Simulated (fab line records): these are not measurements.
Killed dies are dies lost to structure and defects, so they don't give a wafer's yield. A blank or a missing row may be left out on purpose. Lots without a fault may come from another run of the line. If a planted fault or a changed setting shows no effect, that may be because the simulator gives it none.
Which tool was responsible? || flow n5_finfet || Sampling: 8 lots, 23 wafers, 4 of 1938 route steps

== WHAT THE GAUGES READ, wafer by wafer ==
N5_FIN_SAQP_INSPECT_40: inspects for defects (brightfield).
{"lot": "L765", "measured": "day 2 09:02", "on": "defect_inspect-02", "raw_defect_count": "145 178"}
{"lot": "L766", "measured": "day 2 14:53", "on": "defect_inspect-01", "raw_defect_count": "180 164 249"}
{"lot": "L769", "measured": "day 3 08:25", "on": "defect_inspect-01", "raw_defect_count": "275 383 821"}
{"lot": "L773", "measured": "day 4 07:52", "on": "defect_inspect-01", "raw_defect_count": "150 789 182"}
{"lot": "L779", "measured": "day 5 20:30", "on": "defect_inspect-02", "raw_defect_count": "167 196 284"}
{"lot": "L784", "measured": "day 7 02:49", "on": "defect_inspect-02", "raw_defect_count": "104 90 208"}
{"lot": "L786", "measured": "day 7 14:37", "on": "defect_inspect-01", "raw_defect_count": "189 304 190"}
{"lot": "L787", "measured": "day 7 20:39", "on": "defect_inspect-01", "raw_defect_count": "221 197 142"}

== EACH LOT AND THE TOOL THAT RAN IT (in order: tool; ch and the chambers of the sampled wafers; start) ==
{"lot": "L765", "N5_FIN_SAQP_ETCH_65": "rie_si-01 ch 1,2, day 2 06:13", "N5_FIN_SAQP_ETCH_69": "rie_diel-01 ch 1,3, day 2 06:46", "N5_FIN_SAQP_ETCH_67": "rie_diel-01 ch 1,3, day 2 06:50"}
{"lot": "L766", "N5_FIN_SAQP_ETCH_65": "rie_si-01 ch 1,3, day 2 12:35", "N5_FIN_SAQP_ETCH_69": "rie_diel-01 ch 0,1,2, day 2 13:09", "N5_FIN_SAQP_ETCH_67": "rie_diel-01 ch 0,1,2, day 2 13:13"}
{"lot": "L769", "N5_FIN_SAQP_ETCH_65": "rie_si-01 ch 0,1,3, day 3 06:20", "N5_FIN_SAQP_ETCH_69": "rie_diel-03 ch 1,2, day 3 07:00", "N5_FIN_SAQP_ETCH_67": "rie_diel-03 ch 1,2, day 3 07:04"}
{"lot": "L773", "N5_FIN_SAQP_ETCH_65": "rie_si-01 ch 0,1,3, day 4 05:40", "N5_FIN_SAQP_ETCH_69": "rie_diel-04 ch 0,2,3, day 4 06:14", "N5_FIN_SAQP_ETCH_67": "rie_diel-04 ch 0,2,3, day 4 06:17"}
{"lot": "L779", "N5_FIN_SAQP_ETCH_65": "rie_si-06 ch 0,2,3, day 5 17:57", "N5_FIN_SAQP_ETCH_69": "rie_diel-03 ch 0,1,2, day 5 18:31", "N5_FIN_SAQP_ETCH_67": "rie_diel-03 ch 0,1,2, day 5 18:35"}
{"lot": "L784", "N5_FIN_SAQP_ETCH_65": "rie_si-01 ch 0,1,2, day 7 00:49", "N5_FIN_SAQP_ETCH_69": "rie_diel-04 ch 1,3, day 7 01:23", "N5_FIN_SAQP_ETCH_67": "rie_diel-04 ch 1,3, day 7 01:26"}
{"lot": "L786", "N5_FIN_SAQP_ETCH_65": "rie_si-03 ch 1,2, day 7 11:26", "N5_FIN_SAQP_ETCH_69": "rie_diel-03 ch 0,2, day 7 12:00", "N5_FIN_SAQP_ETCH_67": "rie_diel-03 ch 0,2, day 7 12:04"}
{"lot": "L787", "N5_FIN_SAQP_ETCH_65": "rie_si-03 ch 0,1,2, day 7 18:35", "N5_FIN_SAQP_ETCH_69": "rie_diel-01 ch 0,1,3, day 7 19:11", "N5_FIN_SAQP_ETCH_67": "rie_diel-01 ch 0,1,3, day 7 19:15"}
- N5_FIN_SAQP_ETCH_65: etches SiO2 in CF4, target depth 4 nm, time 4.4 s.
- N5_FIN_SAQP_ETCH_69: etches SOC in N2/H2, stops on SiNx, target depth 150 nm.
- N5_FIN_SAQP_ETCH_67: etches SiNx in CH3F/O2, target depth 30 nm.

== THE ANSWER, worked out from the rows above alone ==
Rule: the usual values come from the lots themselves. Put in order of their means at a reading, lots are off if they are a third of the lots or fewer, leave a main group of 4 or more, and stand apart from it by a gap of 3 or more times the standard deviation of the main group's means; of several such gaps the widest counts. If all means in a main group match to the digits the tables above print for the reading, that group is not used. A lot without any number at a reading at which 4 lots or more have one is off too. The other lots that the step has rows for count as sound.
Off: L769, L773 (N5_FIN_SAQP_INSPECT_40, raw_defect_count). Main group: mean 187, sd 32.
A tool fits if, at a process step before that reading, it ran every lot that is off, and no sound lot after the first of them. Gauges at N5_FIN_SAQP_INSPECT_40: tried the same way as those tools. No candidate that was tried fits.

== WHAT THE SIMULATOR HAD INSERTED ==
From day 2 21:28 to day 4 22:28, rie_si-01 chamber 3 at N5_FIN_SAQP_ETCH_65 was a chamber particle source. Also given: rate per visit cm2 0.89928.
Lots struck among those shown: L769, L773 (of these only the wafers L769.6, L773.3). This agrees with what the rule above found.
